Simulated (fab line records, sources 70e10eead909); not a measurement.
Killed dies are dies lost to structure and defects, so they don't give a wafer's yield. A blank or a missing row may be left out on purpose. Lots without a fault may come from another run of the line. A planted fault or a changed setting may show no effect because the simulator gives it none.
Which tool did it? | flow nand_harc | 6 lots, 18 wafers sampled, at 5 steps of a route of 1302

WHAT THE GAUGES READ, wafer by wafer
NHARC_END_SORT_01.
lot | measured | on | killed_at_array

WHICH TOOL RAN EACH LOT (tool, then ch and the chambers of the sampled wafers, then the start)
lot  | NHARC_A_CONTACT_ETCH_49                       | NHARC_A_CONTACT_ETCH_51            | NHARC_A_CONTACT_ETCH_116             | NHARC_A_CONTACT_ETCH_120
L468 | rie_diel-01 ch 0,2,3, day 22 18:44 or earlier | rie_diel-01 ch 0,1,2, day 22 18:44 | har_cap_etch-03 ch 0,1, day 22 20:49 | har_cap_etch-03 ch 0,1, day 22 21:30
L477 | rie_diel-07 ch 0,2, day 25 19:46 or earlier   | rie_diel-07 ch 0,1, day 25 19:46   | har_cap_etch-03 ch 0,1, day 25 21:50 | har_cap_etch-03 ch 0,1, day 25 22:32
L480 | rie_diel-01 ch 0,3, day 27 11:27 or earlier   | rie_diel-01 ch 0,2, day 27 11:27   | har_cap_etch-03 ch 1, day 27 13:26   | har_cap_etch-03 ch 1, day 27 14:07
L483 | rie_diel-01 ch 1,2,3, day 28 14:31 or earlier | rie_diel-01 ch 0,2,3, day 28 14:31 | har_cap_etch-02 ch 0,1, day 28 16:32 | har_cap_etch-02 ch 0,1, day 28 17:13
L486 | rie_diel-07 ch 0,1,2, day 29 05:49 or earlier | rie_diel-07 ch 0,3, day 29 05:49   | har_cap_etch-01 ch 0,1, day 29 07:52 | har_cap_etch-01 ch 0,1, day 29 08:32
L489 | rie_diel-07 ch 0,2,3, day 31 16:04 or earlier | rie_diel-07 ch 0,3, day 31 16:04   | har_cap_etch-03 ch 0,1, day 31 18:18 | har_cap_etch-03 ch 0,1, day 31 19:13
- NHARC_A_CONTACT_ETCH_49: etches the open film in N2/H2, target depth 260 nm, time 475.3 s.
- NHARC_A_CONTACT_ETCH_51: etches the open film in O2/COS, target depth 7000 nm, time 1820 s.
- NHARC_A_CONTACT_ETCH_116: etches the open film in C4F8/O2/Ar, time 190 s, target depth 1850 nm.
- NHARC_A_CONTACT_ETCH_120: etches the open film in C4F8/O2/Ar, time 190 s, target depth 1850 nm.

THE ANSWER, worked out from the rows above alone
Rule: what is usual is taken from the lots themselves. Put in order of their means at a reading, lots are off if they are a third of the lots or fewer, leave a main group of 4 or more, and stand apart from it by a gap of 3 or more times the standard deviation of the main group's means; of several such gaps the widest counts. A main group whose means are all the same, to the digits that the tables above print for the reading, isn't used. A lot without any number at a reading at which 4 lots or more have one is off too. The other lots that the step has rows for count as sound.
No lot is off at any reading shown: from this, nothing can be told.

WHAT THE SIMULATOR HAD PUT IN
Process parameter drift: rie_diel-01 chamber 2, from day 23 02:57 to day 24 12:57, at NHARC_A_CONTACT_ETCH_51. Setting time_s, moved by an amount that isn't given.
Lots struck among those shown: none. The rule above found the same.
